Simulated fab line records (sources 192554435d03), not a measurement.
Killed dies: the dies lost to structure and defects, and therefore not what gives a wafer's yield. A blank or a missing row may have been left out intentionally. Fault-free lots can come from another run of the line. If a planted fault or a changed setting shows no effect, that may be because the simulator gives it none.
The tool behind it: which one? | flow n5 finfet | Sampling: 24 lots, 72 wafers, 3 of 1938 route steps

WHAT EACH GAUGE READ, for each wafer
N5_BEOL_M10_INSPECT_58: inspects for defects (darkfield).
lot  | measured     | on                | raw defect count
L074 | day 10 16:37 | defect inspect-02 | 37 46 75
L075 | day 10 19:54 | defect inspect-02 | 38 76 95
L076 | day 10 19:58 | defect inspect-01 | 65 59 102
L077 | day 11 00:48 | defect inspect-01 | 63 70 90
L078 | day 11 13:30 | defect inspect-02 | 69 48 66
L079 | day 11 22:02 | defect inspect-02 | 78 109 60
L081 | day 12 07:16 | defect inspect-01 | 68 42 68
L080 | day 12 13:54 | defect inspect-01 | 77 40 33
L082 | day 12 14:58 | defect inspect-01 | 34 31 97
L083 | day 13 02:58 | defect inspect-02 | 56 58 80
L084 | day 13 08:40 | defect inspect-01 | 49 36 61
L085 | day 13 09:40 | defect inspect-01 | 46 33 29
L086 | day 13 19:05 | defect inspect-02 | 43 57 53
L087 | day 13 23:44 | defect inspect-01 | 48 75 74
L089 | day 14 11:17 | defect inspect-01 | 120 72 47
L091 | day 14 16:07 | defect inspect-02 | 76 79 71
L090 | day 14 17:05 | defect inspect-02 | 73 89 65
L088 | day 15 03:14 | defect inspect-01 | 50 46 80
L092 | day 15 06:59 | defect inspect-02 | 57 37 50
L095 | day 15 11:03 | defect inspect-01 | 77 108 87
L094 | day 16 00:49 | defect inspect-02 | 79 77 82
L093 | day 16 11:58 | defect inspect-02 | 63 45 40
L096 | day 16 19:58 | defect inspect-02 | 66 96 56
L097 | day 17 12:08 | defect inspect-01 | 32 53 38

N5_BEOL_M11_OVL_MEAS_12.
lot  | measured     | on         | M11_OVL (nm)
L074 | day 10 18:53 | overlay-02 | -0.1 1.0 -0.3
L075 | day 10 23:31 | overlay-01 | -0.6 -0.2 -0.5
L076 | day 10 23:40 | overlay-02 | 0.3 -0.2 1.8
L077 | day 11 03:44 | overlay-02 | -1.5 -0.6 -0.6
L078 | day 11 15:17 | overlay-01 | 2.0 1.7 1.5
L079 | day 11 23:29 | overlay-02 | 0.4 0.8 1.6
L081 | day 12 09:15 | overlay-02 | -0.8 0.1 0.3
L080 | day 12 15:10 | overlay-01 | -0.6 1.0 -0.3
L082 | day 12 17:56 | overlay-01 | 1.0 0.3 0.9
L083 | day 13 06:37 | overlay-01 | 0.0 -0.6 0.3
L084 | day 13 10:22 | overlay-02 | -0.1 -1.1 -1.3
L085 | day 13 11:11 | overlay-02 | 0.0 -0.1 -2.3
L086 | day 13 22:24 | overlay-01 | -0.3 0.1 0.0
L087 | day 14 01:47 | overlay-02 | 0.7 0.8 0.0
L089 | day 14 14:30 | overlay-01 | -1.5 0.7 -1.0
L091 | day 14 18:25 | overlay-01 | -0.7 -1.0 -1.3
L090 | day 14 19:07 | overlay-01 | 0.1 0.6 0.5
L088 | day 15 05:11 | overlay-02 | 0.4 -0.5 0.5
L092 | day 15 10:14 | overlay-01 | -0.2 -0.3 0.4
L095 | day 15 14:01 | overlay-02 | 0.4 0.7 0.8
L094 | day 16 02:52 | overlay-02 | -0.7 -1.1 0.1
L093 | day 16 14:42 | overlay-02 | 1.0 0.7 0.3
L096 | day 16 22:57 | overlay-01 | 1.7 2.1 1.7
L097 | day 17 15:01 | overlay-02 | 0.4 -0.3 -0.8

N5_BEOL_M11_OCD_MEAS_38.
lot  | measured     | on     | trench depth nm (nm)
L074 | day 10 22:34 | ocd-01 | 142 148 145
L075 | day 11 03:06 | ocd-02 | 148 147 152
L076 | day 11 02:56 | ocd-02 | 150 147 147
L077 | day 11 07:00 | ocd-02 | 145 141 146
L078 | day 11 17:28 | ocd-02 | 147 145 145
L079 | day 12 02:50 | ocd-02 | 147 148 145
L081 | day 12 11:54 | ocd-01 | 153 147 148
L080 | day 12 17:01 | ocd-01 | 146 151 151
L082 | day 12 21:44 | ocd-01 | 146 144 146
L083 | day 13 08:31 | ocd-01 | 154 150 151
L084 | day 13 12:46 | ocd-01 | 151 142 150
L085 | day 13 13:14 | ocd-02 | 150 152 152
L086 | day 14 00:26 | ocd-01 | 142 150 144
L087 | day 14 04:50 | ocd-02 | 147 147 149
L089 | day 14 17:16 | ocd-01 | 143 147 148
L091 | day 14 23:18 | ocd-02 | 150 150 151
L090 | day 15 00:11 | ocd-01 | 147 142 145
L088 | day 15 09:38 | ocd-01 | 146 147 152
L092 | day 15 13:35 | ocd-02 | 146 140 147
L095 | day 15 16:24 | ocd-02 | 152 149 154
L094 | day 16 04:55 | ocd-02 | 144 147 145
L093 | day 16 19:47 | ocd-01 | 147 152 151
L096 | day 17 01:35 | ocd-02 | 148 150 147
L097 | day 17 16:43 | ocd-01 | 146 147 152

WHICH TOOL RAN EACH LOT (tool, then ch and the chambers of the sampled wafers, then the start)
Record: no process step prior to these readings.

AS READ BY THE TOOLS THEMSELVES (means over the sampled wafers that have a number; for cases with no such wafer, the mark the record gives instead)
The record holds no such reading with a usual standard deviation.

THE ANSWER, worked out from the rows above alone
Rule: what is usual is taken from the lots themselves. Put in order of their means at a reading, lots are off if they are a third of the lots or fewer, leave a main group of 4 or more, and stand apart from it by a gap of 3 or more times the standard deviation of the main group's means; of several such gaps the widest counts. If all means in a main group match to the digits the tables above print for the reading, that group is not used. Also off: a lot with no number at a reading for which 4 or more lots have one. The other lots that the step has rows for count as sound. The gauges are gone through in route order, then the tools' own readings, and for those a lot's mean is taken as printed above. The first step at which some lot is off is used, and at that step the reading that is off furthest; a lot without a number counts as furthest.
No lot is off at any reading shown: from this, nothing can be told.

WHAT WAS PUT IN BY THE SIMULATOR
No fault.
